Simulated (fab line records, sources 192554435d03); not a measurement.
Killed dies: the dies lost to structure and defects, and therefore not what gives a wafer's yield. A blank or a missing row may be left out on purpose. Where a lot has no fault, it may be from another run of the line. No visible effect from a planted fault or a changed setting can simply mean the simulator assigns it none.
Split-lot trial || flow n5Finfet || on a route of 1938 steps: 7 lots, 21 wafers read

ON THE SPLIT
At N5_BEOL_M2_DESCUM_33 (chemistry O2, time 7 s), the setting timeS was moved away from the recipe's 7 s on 7 of the 21 wafers read, by -19.9% to +20.4%. All remaining wafers had this setting at the recipe value.

FROM THE SPLIT TO THE READING: what the file shows between them, 3 steps
- N5_BEOL_M2_ETCH_77: etches underlayer in N2/H2, target depth 6.5 nm, time 5.2 s
- N5_BEOL_M2_ETCH_69: etches SiARC in CF4, target depth 15.6 nm, time 26 s (also split here: biasW)
- N5_BEOL_M2_ALD_98: deposits SiO2, target thk 2.5 nm, pulse time 1 s, co reactant pulse time 1 s

THE READING
CAR-EUV_of_BEOL_M2_COAT_22.thkNm (the simulator's own value, which no gauge read), in nm, at N5_BEOL_M2_ETCHBACK_99 (etches SiO2 in CHF3, target depth 5 nm, time 10.4 s). The file does not state a usual value for it. The 14 wafers here that ran the recipe average 10.3 nm, standard deviation 0.12 nm.

{"wafer": "L074.2", "tool, chamber at the split": "rieDiel-04, 2,0,1", "timeS as run, s": 7, "against the recipe": "recipe", "CAR-EUV_of_BEOL_M2_COAT_22.thkNm, nm": 10.6, "against lot-mates on the recipe": "-"}
{"wafer": "L074.3", "tool, chamber at the split": "rieDiel-04, 2,0,1", "timeS as run, s": 7, "against the recipe": "recipe", "CAR-EUV_of_BEOL_M2_COAT_22.thkNm, nm": 10.4, "against lot-mates on the recipe": "-"}
{"wafer": "L074.4", "tool, chamber at the split": "rieDiel-04, 2,0,1", "timeS as run, s": 7, "against the recipe": "recipe", "CAR-EUV_of_BEOL_M2_COAT_22.thkNm, nm": 10.4, "against lot-mates on the recipe": "-"}
{"wafer": "L076.1", "tool, chamber at the split": "rieDiel-02, 2", "timeS as run, s": 7, "against the recipe": "recipe", "CAR-EUV_of_BEOL_M2_COAT_22.thkNm, nm": 10.2, "against lot-mates on the recipe": "-"}
{"wafer": "L076.2", "tool, chamber at the split": "rieDiel-02, 0", "timeS as run, s": 5.605, "against the recipe": "-19.9%", "CAR-EUV_of_BEOL_M2_COAT_22.thkNm, nm": 11.2, "against lot-mates on the recipe": "+1.0"}
{"wafer": "L076.5", "tool, chamber at the split": "rieDiel-02, 0", "timeS as run, s": 5.605, "against the recipe": "-19.9%", "CAR-EUV_of_BEOL_M2_COAT_22.thkNm, nm": 11.2, "against lot-mates on the recipe": "+1.0"}
{"wafer": "L084.3", "tool, chamber at the split": "rieDiel-02, 1,0", "timeS as run, s": 7, "against the recipe": "recipe", "CAR-EUV_of_BEOL_M2_COAT_22.thkNm, nm": 10.4, "against lot-mates on the recipe": "-"}
{"wafer": "L084.6", "tool, chamber at the split": "rieDiel-02, 1,0", "timeS as run, s": 7, "against the recipe": "recipe", "CAR-EUV_of_BEOL_M2_COAT_22.thkNm, nm": 10.4, "against lot-mates on the recipe": "-"}
{"wafer": "L084.5", "tool, chamber at the split": "rieDiel-02, 3", "timeS as run, s": 6.365, "against the recipe": "-9.1%", "CAR-EUV_of_BEOL_M2_COAT_22.thkNm, nm": 10.8, "against lot-mates on the recipe": "+0.4"}
{"wafer": "L085.1", "tool, chamber at the split": "rieDiel-02, 0,0,3", "timeS as run, s": 7, "against the recipe": "recipe", "CAR-EUV_of_BEOL_M2_COAT_22.thkNm, nm": 10.4, "against lot-mates on the recipe": "-"}
{"wafer": "L085.5", "tool, chamber at the split": "rieDiel-02, 0,0,3", "timeS as run, s": 7, "against the recipe": "recipe", "CAR-EUV_of_BEOL_M2_COAT_22.thkNm, nm": 10.4, "against lot-mates on the recipe": "-"}
{"wafer": "L085.6", "tool, chamber at the split": "rieDiel-02, 0,0,3", "timeS as run, s": 7, "against the recipe": "recipe", "CAR-EUV_of_BEOL_M2_COAT_22.thkNm, nm": 10.2, "against lot-mates on the recipe": "-"}
{"wafer": "L092.1", "tool, chamber at the split": "rieDiel-01, 2", "timeS as run, s": 7, "against the recipe": "recipe", "CAR-EUV_of_BEOL_M2_COAT_22.thkNm, nm": 10.4, "against lot-mates on the recipe": "-"}
{"wafer": "L092.2", "tool, chamber at the split": "rieDiel-01, 1", "timeS as run, s": 5.898, "against the recipe": "-15.7%", "CAR-EUV_of_BEOL_M2_COAT_22.thkNm, nm": 11, "against lot-mates on the recipe": "+0.6"}
{"wafer": "L092.3", "tool, chamber at the split": "rieDiel-01, 0", "timeS as run, s": 5.898, "against the recipe": "-15.7%", "CAR-EUV_of_BEOL_M2_COAT_22.thkNm, nm": 11, "against lot-mates on the recipe": "+0.6"}
{"wafer": "L093.2", "tool, chamber at the split": "rieDiel-01, 2,0", "timeS as run, s": 7, "against the recipe": "recipe", "CAR-EUV_of_BEOL_M2_COAT_22.thkNm, nm": 10.4, "against lot-mates on the recipe": "-"}
{"wafer": "L093.3", "tool, chamber at the split": "rieDiel-01, 0", "timeS as run, s": 8.428, "against the recipe": "+20.4%", "CAR-EUV_of_BEOL_M2_COAT_22.thkNm, nm": 9.6, "against lot-mates on the recipe": -0.7}
{"wafer": "L093.4", "tool, chamber at the split": "rieDiel-01, 2,0", "timeS as run, s": 7, "against the recipe": "recipe", "CAR-EUV_of_BEOL_M2_COAT_22.thkNm, nm": 10.2, "against lot-mates on the recipe": "-"}
{"wafer": "L091.1", "tool, chamber at the split": "rieDiel-02, 0", "timeS as run, s": 7, "against the recipe": "recipe", "CAR-EUV_of_BEOL_M2_COAT_22.thkNm, nm": 10.2, "against lot-mates on the recipe": "-"}
{"wafer": "L091.5", "tool, chamber at the split": "rieDiel-02, 0", "timeS as run, s": 7, "against the recipe": "recipe", "CAR-EUV_of_BEOL_M2_COAT_22.thkNm, nm": 10.2, "against lot-mates on the recipe": "-"}
{"wafer": "L091.6", "tool, chamber at the split": "rieDiel-02, 3", "timeS as run, s": 7.426, "against the recipe": "+6.1%", "CAR-EUV_of_BEOL_M2_COAT_22.thkNm, nm": 10.2, "against lot-mates on the recipe": "+0.0"}
The file does not say which wafer passed through which chamber wherever a row lists several chambers: such a row stands for several wafers.

FIT RESULTS
A straight line over all 21 wafers: CAR-EUV_of_BEOL_M2_COAT_22.thkNm changes by -0.0405 nm for each +1% of timeS; r = -0.96; the points scatter about the line by 0.11 nm.
The same after taking each lot's own level away (the mean of its wafers on the recipe; 21 wafers): -0.041 nm for each +1%; r = -0.97; scatter 0.1 nm.
The reading moves by 0.84 nm for the largest change in timeS, on that fit.
Across the lots, their own levels run from 10.20 to 10.47 nm, a range of 2.3 times the standard deviation given above.
The two slopes agree, so the slope changes little with the lot-to-lot level.
Check: -0.863 nm against its lot-mates is what the line predicts for one of the wafers moved furthest among these (+20.4%) when that wafer is left out of the fit. Against them it came out at -0.7 nm.

FURTHER SPLITS ON THESE WAFERS
Note: prior to the reading, these wafers also went through further splits. Each is held against what the fit with the lots' levels taken away leaves over:
{"other split on the same wafers": "N5_BEOL_M2_ETCH_69 biasW", "wafers away from the commonest value": 6, "r with CAR-EUV_of_BEOL_M2_COAT_22.thkNm (lot level and that fit taken away)": -0.43}

THE WHOLE CHAIN: every reading that the file lists as answering this split, in the file's order
{"step": "N5_BEOL_M2_DESCUM_33", "what it does": "chemistry O2, time 7 s", "reading": "CAR-EUV_of_BEOL_M2_COAT_22.thkNm (the simulator's own value, which no gauge read)", "change (the file's fit)": "-0.0381 nm for each +1% of the setting", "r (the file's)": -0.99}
{"step": "N5_BEOL_M2_ETCH_77", "what it does": "etches underlayer in N2/H2, target depth 6.5 nm, time 5.2 s", "reading": "CAR-EUV_of_BEOL_M2_COAT_22.thkNm (the simulator's own value, which no gauge read)", "change (the file's fit)": "-0.0394 nm for each +1% of the setting", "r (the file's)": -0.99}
{"step": "N5_BEOL_M2_ETCH_69", "what it does": "etches SiARC in CF4, target depth 15.6 nm, time 26 s", "reading": "CAR-EUV_of_BEOL_M2_COAT_22.thkNm (the simulator's own value, which no gauge read)", "change (the file's fit)": "-0.0375 nm for each +1% of the setting", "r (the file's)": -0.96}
{"step": "N5_BEOL_M2_ETCHBACK_99", "what it does": "etches SiO2 in CHF3, target depth 5 nm, time 10.4 s", "reading": "CAR-EUV_of_BEOL_M2_COAT_22.thkNm (the simulator's own value, which no gauge read)", "change (the file's fit)": "-0.0401 nm for each +1% of the setting", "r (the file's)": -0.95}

FILE'S OWN FIT
CAR-EUV_of_BEOL_M2_COAT_22.thkNm changes by -0.0401 nm for each +1% of timeS, r = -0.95.
